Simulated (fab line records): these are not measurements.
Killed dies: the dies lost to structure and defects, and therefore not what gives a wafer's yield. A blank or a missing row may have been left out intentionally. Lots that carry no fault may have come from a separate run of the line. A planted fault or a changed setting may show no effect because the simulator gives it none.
Matching of chambers | flow n5 finfet | N5_BEOL_M5_ETCH_68 on rie diel-02 has 4 sister chambers
The step etches SOC in N2/H2, target depth 80 nm, overetch 16 nm, time 120 s. 8 wafers are shown with their chamber, then 8 later ones without.

## WAFERS WITH THEIR CHAMBER
wafer  | chamber | oes product au (a.u.) | throttle valve pct (%)
L078.1 | 3       | 0.53                  | 18.08
L078.6 | 0       | 0.70                  | 17.55
L079.3 | 3       | 0.53                  | 18.09
L079.6 | 0       | 0.69                  | 17.56
L080.3 | 2       | 0.72                  | 17.74
L080.4 | 1       | 0.53                  | 18.17
L080.5 | 1       | 0.53                  | 18.17
L081.2 | 2       | 0.72                  | 17.75

## WAFERS WITH NO CHAMBER GIVEN
wafer  | oes product au (a.u.) | throttle valve pct (%)
L081.4 | 0.68                  | 17.54
L081.5 | 0.54                  | 18.18
L092.4 | 0.65                  | 17.58
L092.5 | 0.67                  | 17.79
L092.6 | 0.75                  | 17.66
L095.2 | 0.71                  | 17.66
L095.3 | 0.66                  | 17.80
L095.4 | 0.64                  | 17.61

## CHAMBER TAKEN BY EACH
wafer  | from the rows above | in truth
L081.4 | 0                   | 0
L081.5 | 1                   | 1
L092.4 | 0                   | 0
L092.5 | 2                   | 2
L092.6 | 2                   | 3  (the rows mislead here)
L095.2 | 2                   | 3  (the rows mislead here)
L095.3 | 2                   | 2
L095.4 | 0                   | 0
Placed correctly: 6 of 8. Number that these rows cannot place: 0. Number placed wrongly: 2.
How it was worked out, from the rows above alone: a wafer's distance from a chamber is the root of the sum, over the readings, of the square of ((its reading less the chamber's mean) divided by the reading's scatter). The wafer belongs to the nearest chamber; if the next one is less than 2 further off, it can't be placed. Each chamber's mean is taken over the wafers shown for it. The scatter: take each reading less its chamber's mean, square it, sum over the shown wafers, divide by the number of wafers less the number of chambers, and take the root.
